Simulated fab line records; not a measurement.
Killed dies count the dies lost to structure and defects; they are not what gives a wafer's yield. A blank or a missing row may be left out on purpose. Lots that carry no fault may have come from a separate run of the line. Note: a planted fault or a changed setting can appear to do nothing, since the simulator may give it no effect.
Lot-split experiment ; flow n5-finfet ; route with 1938 steps; 7 lots, 21 wafers read

== THE SPLIT ITSELF ==
At N5_BEOL_M12_COAT_04 (resist thk 400 nm), the setting spin-rpm was moved away from the recipe's 1625 rpm on 3 of the 21 wafers read, by -5.7% to +4.2%. For the rest of the wafers, this setting stayed at what the recipe calls for.

== FROM THE SPLIT TO THE READING: what the file shows between them, 3 steps ==
- N5_BEOL_M12_EBR_06
- N5_BEOL_M12_SOFTBAKE_05: time 60 s
- N5_BEOL_M12_DESCUM_15: chemistry O2, time 7.9 s

== THE READING ==
coat_of_BEOL_M12_COAT_04.thk-nm (the simulator's own value, which no gauge read), in nm, at N5_BEOL_M12_ETCH_59 (etches BARC in N2/H2, target depth 89 nm, overetch 26.7 nm, time 67.9 s). There is no usual value for it anywhere in the file. The 18 wafers here that ran the recipe average 315.9 nm, standard deviation 2.3 nm.

wafer;tool, chamber at the split;spin-rpm as run, rpm;against the recipe;coat_of_BEOL_M12_COAT_04.thk-nm, nm;against lot-mates on the recipe
L076.1;litho-track-05, 0;1625;recipe;318.2;-
L076.2;litho-track-05, 0;1625;recipe;317.4;-
L076.6;litho-track-05, 0;1625;recipe;319.6;-
L081.2;litho-track-03, 0;1532;-5.7%;327.4;+12.7
L081.5;litho-track-03, 0;1625;recipe;315.4;-
L081.6;litho-track-03, 0;1625;recipe;314;-
L086.3;litho-track-04, 0;1625;recipe;317.8;-
L086.4;litho-track-04, 0;1625;recipe;321.6;-
L086.5;litho-track-04, 0;1625;recipe;317.6;-
L089.2;litho-track-03, 0;1625;recipe;313.2;-
L089.3;litho-track-03, 0;1625;recipe;314.4;-
L089.4;litho-track-03, 0;1625;recipe;315.6;-
L091.3;litho-track-04, 0;1693;+4.2%;307.2;-6.0
L091.4;litho-track-04, 0;1625;recipe;313.8;-
L091.5;litho-track-04, 0;1625;recipe;312.6;-
L095.2;litho-track-03, 0;1625;recipe;314.4;-
L095.4;litho-track-03, 0;1625;recipe;314;-
L095.6;litho-track-03, 0;1625;recipe;314;-
L097.1;litho-track-04, 0;1625;recipe;316.8;-
L097.3;litho-track-04, 0;1671;+2.8%;314.2;-2.3
L097.6;litho-track-04, 0;1625;recipe;316.2;-

FIT RESULTS
A straight line over all 21 wafers: coat_of_BEOL_M12_COAT_04.thk-nm changes by -1.84 nm for each +1% of spin-rpm; r = -0.80; the points scatter about the line by 2.4 nm.
The same after taking each lot's own level away (the mean of its wafers on the recipe; 21 wafers): -1.8 nm for each +1%; r = -0.93; scatter 1.3 nm.
On that fit, the largest move of spin-rpm shifts the reading by 10 nm.
The span of the lots' own levels, 313.20 to 319.00 nm, comes to 2.5 times the standard deviation stated above.
So the lot-to-lot level blurs the effect unless lot-mates are compared.
Check: for one of the wafers moved furthest among these (-5.7%), held out of the fit, the line's prediction against its lot-mates is +7.15 nm. It came out at +12.7 nm against them.

== THESE WAFERS: OTHER SPLITS ==
These wafers also went through other splits before the reading. Each is held against what the fit with the lots' levels taken away leaves over:
other split on the same wafers;wafers away from the commonest value;r with coat_of_BEOL_M12_COAT_04.thk-nm (lot level and that fit taken away)
N5_BEOL_M10_ILD_DEP_00 time-s;9;-0.24
N5_BEOL_M10_PECVD_70 time-s;8;-0.04
N5_BEOL_M11_ETCH_41 time-s;5;-0.25

== THE WHOLE CHAIN: every reading that the file lists as answering this split, in the file's order ==
step;what it does;reading;change (the file's fit);r (the file's)
N5_BEOL_M12_COAT_04;resist thk 400 nm;coat_of_BEOL_M12_COAT_04.thk-nm (the simulator's own value, which no gauge read);-2 nm for each +1% of the setting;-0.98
N5_BEOL_M12_ETCH_59;etches BARC in N2/H2, target depth 89 nm, overetch 26.7 nm, time 67.9 s;coat_of_BEOL_M12_COAT_04.thk-nm (the simulator's own value, which no gauge read);-1.79 nm for each +1% of the setting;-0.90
N5_BEOL_M12_STRIP_63;strips in N2/H2;strip-time-to-endpoint-s;withheld for each +1% of the setting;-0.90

== FILE'S OWN FIT ==
coat_of_BEOL_M12_COAT_04.thk-nm changes by -1.79 nm for each +1% of spin-rpm, r = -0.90.
